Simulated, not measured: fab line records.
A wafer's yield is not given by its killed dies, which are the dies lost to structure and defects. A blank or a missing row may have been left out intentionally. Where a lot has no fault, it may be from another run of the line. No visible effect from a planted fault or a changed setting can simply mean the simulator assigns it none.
Which of the tools did it?    flow n5-finfet    Sampling: 9 lots, 26 wafers, 5 of 1938 route steps

WHAT EACH GAUGE READ, for each wafer
N5_BEOL_M4_RC_MEAS_101. Usual: DIBL_N 36.2 mV/V, standard deviation 2; DIBL_P 36.1 mV/V, standard deviation 2.4; IOFF_N 0.16 nA/um, standard deviation 0.035; IOFF_P 0.22 nA/um, standard deviation 0.041; ION_N 675 uA/um, standard deviation 14; ION_P 465 uA/um, standard deviation 8.6; SS_N 71.5 mV/dec, standard deviation 0.64; SS_P 73.2 mV/dec, standard deviation 0.76; VT_N 250 mV, standard deviation 3.9; VT_P -249 mV, standard deviation 3.4.
lot   measured      on         DIBL_N (mV/V)   DIBL_P (mV/V)   IOFF_N (nA/um)  IOFF_P (nA/um)  ION_N (uA/um)  ION_P (uA/um)  SS_N (mV/dec)   SS_P (mV/dec)   VT_N (mV)    VT_P (mV)       flag
L905  day 9 07:08   prober-02  32.9 34.0 33.6  33.1 35.1 35.0  0.10 0.12 0.10  0.15 0.18 0.17  650 658 643    449 463 454    71.1 71.1 70.4  71.9 72.5 73.3  256 254 257  -252 -250 -252  
L907  day 9 14:08   prober-01  34.8 35.7 35.7  34.5 36.2 36.0  0.13 0.16 0.16  0.20 0.22 0.23  665 680 675    456 470 476    71.7 71.5 71.6  72.6 73.6 72.8  248 248 249  -251 -246 -249  
L909  day 9 21:13   prober-01  35.8 39.0 36.4  36.1 40.3 37.6  0.17 0.22 0.18  0.22 0.29 0.25  674 679 686    459 463 467    72.0 72.3 70.7  72.8 73.5 74.2  245 248 248  -247 -244 -245  
L910  day 10 09:11  prober-02  38.0 37.2       38.3 37.9       0.20 0.18       0.25 0.25       684 673        474 469        70.9 71.1       73.9 73.4       243 245      -247 -247       
L914  day 11 15:52  prober-01  37.1 35.0 36.6  38.2 35.3 38.1  0.16 0.13 0.16  0.24 0.19 0.23  678 661 679    467 461 472    71.9 71.2 71.1  73.2 72.9 73.7  249 254 251  -248 -249 -248  
L918  day 12 08:17  prober-02  34.9 38.7 40.8  33.2 37.5 40.7  0.13 0.19 0.24  0.18 0.24 0.28  677 674 703    466 463 472    70.9 72.2 72.0  72.7 74.4 74.0  251 248 243  -251 -247 -247  
L919  day 12 08:16  prober-01  37.2 36.1 37.1  38.9 38.3 38.6  0.16 0.16 0.17  0.20 0.20 0.21  670 680 685    458 470 465    71.8 71.5 72.0  73.8 73.7 73.9  249 249 251  -255 -251 -250  
L923  day 13 10:43  prober-01  36.4 37.7 38.0  34.9 37.5 37.4  0.14 0.19 0.18  0.19 0.22 0.24  669 682 678    456 464 461    71.8 71.5 72.2  72.9 74.7 74.3  253 247 250  -251 -251 -246  
L924  day 14 02:49  prober-01  36.4 36.0 33.9  36.3 36.5 33.8  0.15 0.14 0.12  0.18 0.18 0.16  654 671 669    446 454 458    71.6 71.5 70.8  73.3 73.3 71.7  257 254 254  -255 -254 -256  

WHAT TOOL EACH LOT RAN ON (gives the tool, then ch and the chambers of the sampled wafers, and finally the start)
lot   N5_SDB_HM_DEP_00                N5_SDB_ETCH_17                     N5_SDB_ALD_29                     N5_DUMMY_REMOVAL_HM_STRIP_01
L905  pecvd-01 ch 0,1,2, day 4 19:17  rie-diel-01 ch 0,1,2, day 4 19:58  ald-sin-04 ch 0,1,3, day 4 20:48  rie-diel-02 ch 0,1,2, day 5 00:00
L907  pecvd-04 ch 0,1,2, day 5 05:38  rie-diel-03 ch 1,2,3, day 5 06:05  ald-sin-04 ch 0,1,2, day 5 06:55  rie-diel-02 ch 1,2, day 5 10:01
L909  pecvd-03 ch 1,2, day 5 17:39    rie-diel-04 ch 0,3, day 5 18:13    ald-sin-04 ch 1,3, day 5 18:59    rie-diel-05 ch 0,1,2, day 5 22:04
L910  pecvd-03 ch 0, day 6 00:20      rie-diel-04 ch 3, day 6 01:24      ald-sin-01 ch 2,3, day 6 02:45    rie-diel-06 ch 0,2, day 6 05:50
L914  pecvd-04 ch 0,1,2, day 7 00:22  rie-diel-03 ch 1,2, day 7 01:10    ald-sin-01 ch 0,3, day 7 02:15    rie-diel-05 ch 0,1,2, day 7 05:20
L918  pecvd-04 ch 0,1, day 8 00:49    rie-diel-03 ch 0,2,3, day 8 01:23  ald-sin-03 ch 1,2, day 8 02:11    rie-diel-06 ch 1,2,3, day 8 05:16
L919  pecvd-01 ch 1,2, day 8 03:26    rie-diel-03 ch 0,2,3, day 8 04:01  ald-sin-01 ch 1,2,3, day 8 05:13  rie-diel-05 ch 0,2,3, day 8 08:19
L923  pecvd-04 ch 0,2, day 9 06:32    rie-diel-04 ch 0,2,3, day 9 07:10  ald-sin-04 ch 0,1,2, day 9 07:57  rie-diel-06 ch 1,3, day 9 11:02
L924  pecvd-04 ch 0,1,2, day 9 11:15  rie-diel-01 ch 0,2,3, day 9 11:49  ald-sin-04 ch 0,2,3, day 9 12:35  rie-diel-06 ch 1,2,3, day 9 15:40
- N5_SDB_HM_DEP_00: deposits SiNx from SiH4/NH3/N2, target thk 40 nm, time 35.3 s.
- N5_SDB_ETCH_17: etches SiARC in CF4, target depth 23.4 nm, time 39 s.
- N5_SDB_ALD_29: deposits SiNx, target thk 30 nm, pulse time 1 s, ald cycles 600.
- N5_DUMMY_REMOVAL_HM_STRIP_01: strips SiNx in CH3F/O2, stops on poly-Si, target depth 4 nm, time 6.8 s.

WHAT THE TOOLS THEMSELVES READ (means of the sampled wafers that have a number; where no wafer has one, the mark that the record gives instead)
N5_SDB_HM_DEP_00. Usual: heater-power-w 728 W, standard deviation 84; showerhead-plenum-p-Torr 5.14 Torr, standard deviation 0.088; throttle-valve-pct 39.4 %, standard deviation 2.2.
lot   tool      heater-power-w (W)  showerhead-plenum-p-Torr (Torr)  throttle-valve-pct (%)  flag
L905  pecvd-01  801                 5.07                             39.9                    
L907  pecvd-04  754                 5.13                             40.5                    
L909  pecvd-03  650                 5.16                             37.2                    
L910  pecvd-03  784                 5.24                             39.0                    
L914  pecvd-04  721                 5.13                             40.7                    
L918  pecvd-04  737                 5.21                             41.1                    
L919  pecvd-01  869                 5.07                             40.9                    
L923  pecvd-04  665                 5.06                             42.5                    
L924  pecvd-04  697                 5.13                             41.0                    

N5_SDB_ETCH_17. Usual: drypump-motor-current-A 5.6 A, standard deviation 0.39; etch-rf-on-time-s 38.5 s, standard deviation 0.97; mfc-ar-sccm 100.01 sccm, standard deviation 0.28; oes-product-au 0.68 a.u., standard deviation 0.08; rf-vpp-V 183.9 V, standard deviation 1; showerhead-plenum-p-Torr 2.12 Torr, standard deviation 0.053; throttle-valve-pct 15.54 %, standard deviation 0.28.
lot   tool         drypump-motor-current-A (A)  etch-rf-on-time-s (s)  mfc-ar-sccm (sccm)  oes-product-au (a.u.)  rf-vpp-V (V)  showerhead-plenum-p-Torr (Torr)  throttle-valve-pct (%)  flag
L905  rie-diel-01  5.8                          38.1                   100.03              0.67                   183.2         2.12                             15.50                   
L907  rie-diel-03  5.4                          38.1                   100.08              0.69                   184.0         2.15                             15.58                   
L909  rie-diel-04  5.3                          39.8                   99.83               0.65                   183.3         2.08                             15.63                   
L910  rie-diel-04  4.9                          40.7                   99.85               0.65                   182.8         2.06                             15.62                   
L914  rie-diel-03  5.3                          37.2                   99.93               0.82                   184.2         2.18                             15.24                   
L918  rie-diel-03  5.8                          38.9                   99.80               0.66                   183.3         2.14                             15.62                   
L919  rie-diel-03  5.8                          38.5                   100.04              0.66                   184.6         2.14                             15.61                   
L923  rie-diel-04  5.5                          39.3                   100.32              0.65                   183.3         2.08                             15.56                   
L924  rie-diel-01  5.7                          38.5                   99.82               0.67                   184.2         2.12                             15.59                   

N5_SDB_ALD_29. Usual: heater-power-w 823 W, standard deviation 69; precursor-pulse-height-rel 1.000, standard deviation 0.021.
lot   tool        heater-power-w (W)  precursor-pulse-height-rel  flag
L905  ald-sin-04  849                 0.971                       
L907  ald-sin-04  824                 0.996                       
L909  ald-sin-04  896                 1.007                       
L910  ald-sin-01  776                 0.968                       
L914  ald-sin-01  793                 0.987                       
L918  ald-sin-03  834                 1.002                       
L919  ald-sin-01  776                 1.007                       
L923  ald-sin-04  845                 0.993                       
L924  ald-sin-04  897                 0.986                       

N5_DUMMY_REMOVAL_HM_STRIP_01. Usual: drypump-motor-current-A 5.8 A, standard deviation 0.35; mfc-ar-sccm 150.0 sccm, standard deviation 0.42; oes-product-au 0.65 a.u., standard deviation 0.062; rf-vpp-V 127.3 V, standard deviation 0.99; showerhead-plenum-p-Torr 1.98 Torr, standard deviation 0.086; throttle-valve-pct 16.26 %, standard deviation 0.26.
lot   tool         drypump-motor-current-A (A)  mfc-ar-sccm (sccm)  oes-product-au (a.u.)  rf-vpp-V (V)  showerhead-plenum-p-Torr (Torr)  throttle-valve-pct (%)  flag
L905  rie-diel-02  5.6                          149.9               0.64                   127.8         2.00                             16.24                   
L907  rie-diel-02  5.9                          150.2               0.63                   127.2         1.97                             16.26                   
L909  rie-diel-05  5.7                          149.9               0.64                   127.2         1.91                             16.25                   
L910  rie-diel-06  5.9                          150.1               0.69                   127.6         2.06                             16.16                   
L914  rie-diel-05  5.7                          149.8               0.64                   126.4         1.91                             16.26                   
L918  rie-diel-06  5.9                          150.0               0.66                   126.9         1.99                             16.17                   
L919  rie-diel-05  5.8                          150.2               0.66                   127.1         1.97                             16.22                   
L923  rie-diel-06  6.0                          149.7               0.64                   126.8         1.92                             16.35                   
L924  rie-diel-06  5.9                          150.2               0.65                   127.6         1.98                             16.20                   

THE ANSWER, worked out from the rows above alone
Rule: a lot is off if the mean of its wafers that have a number lies more than 3 standard deviations from the usual mean. Also off: a lot with no number at a reading for which 4 or more lots have one. All remaining lots with rows at the step are treated as sound. First the gauges in route order, then the tools' own readings, where a lot's mean is used as printed above. The first step at which some lot is off is used, and at that step the reading that is off furthest; a lot without a number counts as furthest.
None of the lots is off at any reading shown; this tells nothing.

WHAT THE SIMULATOR HAD INSERTED
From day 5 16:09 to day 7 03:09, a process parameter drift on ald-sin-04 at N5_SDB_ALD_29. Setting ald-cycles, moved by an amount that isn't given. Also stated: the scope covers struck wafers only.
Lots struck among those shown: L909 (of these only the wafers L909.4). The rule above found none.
